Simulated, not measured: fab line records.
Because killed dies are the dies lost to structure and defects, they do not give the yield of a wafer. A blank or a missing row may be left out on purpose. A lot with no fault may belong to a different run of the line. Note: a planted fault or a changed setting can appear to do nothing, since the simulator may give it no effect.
A struck lot beside a sound one || flow n5 finfet || 37 out of 1938 route steps
Sound: these wafers, L291.3, L291.5, L291.6. Struck: wafers L283.1, L283.4, L283.6. The cause is given at the end.
For every step that has rows: the tool of each side, followed by ch and its chambers, followed by its first start. Under that, the readings that differ: sound wafers || struck wafers || difference of the means || sigmas: that difference in standard deviations of wafers without a fault.
alike: readings with means less than 2 such deviations apart, plus words and numbers identical on both sides. not compared: withheld readings, readings lacking a value on some wafer, bounds such as >300 that could conceal the same value, and numbers that have no deviation in the record and whose values overlap.
The two part at a step that has a row with sigmas, a row that says differs or no value, or rows on one side only. When numbers do not overlap yet have no deviation, they are printed without sigmas and do not part them. A reading missing from all wafers of one side parts the sides only when that side holds two or more wafers.

first, 9 steps without rows for these wafers: N5_BEOL_M4_ANNEAL_95 (time 240 s); N5_BEOL_M4_SPUTTER_96 (material Cu, target thk 4.5 nm, time 8.29 s); N5_BEOL_M4_ECD_50 (material Cu, target thk 300 nm); N5_BEOL_M4_ANNEAL_51 (time 90 s); N5_BEOL_M4_CMP_52 (polishes, stops on SiOC, t overpolish 6.8 s, target thk 40 nm); N5_BEOL_M4_PRE_CLEAN_60 (time 15 s); N5_BEOL_M4_CO_CAP_55 (material Co, precursor CCTBA/H2, target thk 2 nm, time 102.1 s); N5_BEOL_M4_PRE_CLEAN_56 (time 15 s); N5_BEOL_M4_DEP_57 (deposits SiCN from 3MS/NH3, target thk 8 nm, time 14 s).
N5_BEOL_M4_RC_MEAS_101:
  sound on prober-01 ch 0, day 16 01:50; struck on prober-01 ch 0, day 13 17:37
  alike: DIBL_N, DIBL_P, IOFF_N, IOFF_P, ION_N, ION_P, SS_N, SS_P, VT_N, VT_P
then, 24 steps without rows for these wafers: N5_BEOL_M5_ILD_DEP_00 (deposits SiCOH lowk from DEMS/porogen, target thk 140.64 nm, time 25.9 s); N5_BEOL_M5_CURE_79 (cures SiCOH lowk, time 240 s); N5_BEOL_M5_PECVD_70 (deposits SiO2 from TEOS/O2, target thk 16 nm, time 18 s); N5_BEOL_M5_HM_DEP_02 (deposits TiN, target thk 20 nm); N5_BEOL_M5_COAT_59 (time 60 s, resist thk 60 nm); N5_BEOL_M5_COAT_60 (time 60 s, resist thk 12 nm); N5_BEOL_M5_COAT_71 (time 60 s, resist thk 5 nm); N5_BEOL_M5_COAT_05 (resist thk 30 nm); N5_BEOL_M5_EBR_07; N5_BEOL_M5_SOFTBAKE_06 (time 60 s); N5_BEOL_M5_EXPOSE_08 (exposes mask M5, target cd 28 nm); N5_BEOL_M5_PEB_09 (peb time 60 s); N5_BEOL_M5_DEVELOP_10 (develop time 30 s); N5_BEOL_M5_DESCUM_16 (chemistry O2, time 7 s); N5_BEOL_M5_ETCH_72 (etches underlayer in N2/H2, target depth 6.5 nm, time 5.2 s); N5_BEOL_M5_ETCH_61 (etches SiARC in CF4, target depth 15.6 nm, time 26 s); N5_BEOL_M5_ETCH_62 (etches SOC in N2/H2, target depth 75 nm, overetch 15 nm, time 112.5 s); N5_BEOL_M5_STRIP_63 (strips in N2/H2); N5_BEOL_M5_STRIP_73 (strips in N2/H2); N5_BEOL_M5_STRIP_64 (strips in CF4); N5_BEOL_M5_HM_OPEN_17 (chemistry Cl2/BCl3, target TiN, target depth 20 nm, overetch 6 nm); N5_BEOL_M5_STRIP_19 (strips in O2); N5_BEOL_M5_COAT_65 (time 60 s, resist thk 60 nm); N5_BEOL_M5_COAT_66 (time 60 s, resist thk 12 nm).
N5_BEOL_M6_SPUTTER_48: material Cu, target thk 10 nm, time 1.667 s.
  sound: pvd sputter-03 at day 16 23:56; struck: pvd sputter-03 at day 14 15:15
  no value came back on the struck wafers for bias v (V), cathode dc power W (W), chuck sensor temp C (C), throttle valve pct (%); on the sound wafers bias v (V) reads 59.8 58.9 60.8
N5_BEOL_M6_CMP_52: polishes, stops on SiCOH lowk, t overpolish 6.9 s, target thk 80 nm.
  sound on cmp-02 ch 1,2,3, day 17 00:46; struck on cmp-01 ch 0,3, day 14 17:27
{"reading": "time to endpoint s (s)", "sound": "63 67 62", "struck": "0 0 0", "difference": -64, "sigmas": -18}
  alike: motor current A
-- the record jumps here: 4 days lie between the struck wafers' starts before and after (it left off in module BEOL_M6 and takes up again in module PASSIVATION, whose first step shown is number 1936 of the route) --
N5_PASSIVATION_PROBE_49:
  sound: prober-02 at day 20 19:24; struck: prober-01 at day 18 08:36
{"reading": "defect limited yield (%)", "sound": "89.2 91.8 91.3", "struck": "0 0 0", "difference": -91, "sigmas": -65}
{"reading": "killed_at_M4_up", "sound": "6 10 12", "struck": "1087 1084 1096", "difference": "+1080", "sigmas": "+99 or more"}
{"reading": "killed dies", "sound": "127 97 103", "struck": "1180 1180 1180", "difference": "+1071", "sigmas": "+63"}
{"reading": "killed on rim", "sound": "14 17 14", "struck": "152 152 152", "difference": "+137", "sigmas": "+32"}
{"reading": "sort_bin_5_function (%)", "sound": "6.4 4.6 5.0", "struck": "96.4 96.4 96.8", "difference": "+91.2", "sigmas": "+94"}
{"reading": "sort n pass", "sound": "1053 1083 1077", "struck": "0 0 0", "difference": -1071, "sigmas": -63}
{"reading": "sort yield pct (%)", "sound": "89.2 91.8 91.3", "struck": "0 0 0", "difference": -91, "sigmas": -65}
  alike: killed_at_M0_to_M3, killed at contacts, killed at front end, killed at other, killed open, killed short, sort_bin_4_leakage, sort_bin_6_memory

WHERE THEY PART
First at N5_BEOL_M6_SPUTTER_48; last, within this record, at N5_PASSIVATION_PROBE_49.

WHY: what had been put in by the simulator
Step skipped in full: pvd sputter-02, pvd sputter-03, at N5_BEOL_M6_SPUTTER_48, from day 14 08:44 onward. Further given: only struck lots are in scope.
